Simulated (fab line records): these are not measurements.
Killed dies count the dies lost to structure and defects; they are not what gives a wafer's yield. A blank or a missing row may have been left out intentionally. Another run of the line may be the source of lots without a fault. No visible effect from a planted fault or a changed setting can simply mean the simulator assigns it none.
Tool commonality check -- flow nand harc -- 1 lot, 3 wafers sampled

## THE REASON FOR OPENING IT
At NHARC_END_SORT_01 the reading killed at periphery is flagged on 1 of 1 lot. Fault-free wafers read 2.9, with a standard deviation of 2.2.
Rule: flag the lot when none of its wafers has a number, or when each of its wafers that has one lies beyond 4 standard deviations from that mean. As for the other lots, they are considered sound.

lot,measured,on,"killed at periphery, wafer by wafer",flag
L474,day 20 00:14,prober-02,665 665 664,FLAGGED
The numbers of the flagged lots are 664.7 on average: +661.8 against the usual, or +99 or more standard deviations.

## WHICH TOOL RAN EACH LOT
2 process steps preceding the reading are held in the record, out of 1159 steps in the route. Every cell lists first the tool, next ch and the chambers used by the sampled wafers, and last the start.
lot,flag,NHARC_P_GATE_EXPOSE_08,NHARC_P_GATE_HM_OPEN_105
L474,FLAGGED,"krf scanner-01 ch 0, day 4 21:14","rie diel-03 ch 1,3, day 5 11:50 or earlier"
What the steps here do:
- NHARC_P_GATE_EXPOSE_08: exposes mask P HV.
- NHARC_P_GATE_HM_OPEN_105: chemistry O2/COS, target depth 360 nm.
- NHARC_END_SORT_01

## FLAGGED OVER TOTAL, TOOL BY TOOL (the gauges that took the reading come last)
step,tool,lots run,flagged,share of the flagged lots,sound lots run after its first flagged lot
NHARC_P_GATE_EXPOSE_08,krf scanner-01,1,1,all,0
NHARC_P_GATE_HM_OPEN_105,rie diel-03,1,1,all,0
NHARC_END_SORT_01,prober-02,1,1,all,0
Because NHARC_P_GATE_HM_OPEN_105 lacks a start for some lots, the hours and order of its lots are taken from NHARC_P_GATE_CD_MEAS_33.

## WHAT THE TABLE ALLOWS
3 rows of the table ran every flagged lot: krf scanner-01 at NHARC_P_GATE_EXPOSE_08, rie diel-03 at NHARC_P_GATE_HM_OPEN_105, prober-02 at NHARC_END_SORT_01.
- krf scanner-01 at NHARC_P_GATE_EXPOSE_08: 1 of its 1 lot flagged. The start can't be narrowed down: in this sample, it ran no sound lot prior to its first flagged lot.
- rie diel-03 at NHARC_P_GATE_HM_OPEN_105: 1 of its 1 lot flagged. The start can't be narrowed down: in this sample, it ran no sound lot prior to its first flagged lot.
- prober-02 at NHARC_END_SORT_01: 1 of its 1 lot flagged. The start can't be narrowed down: in this sample, it ran no sound lot prior to its first flagged lot.
Because each of these 3 tools fits a fault that began at some hour, counting lots does not separate them. More lots, or a look at what each step does to the wafer, might.

## WHAT THE SIMULATOR PUT IN
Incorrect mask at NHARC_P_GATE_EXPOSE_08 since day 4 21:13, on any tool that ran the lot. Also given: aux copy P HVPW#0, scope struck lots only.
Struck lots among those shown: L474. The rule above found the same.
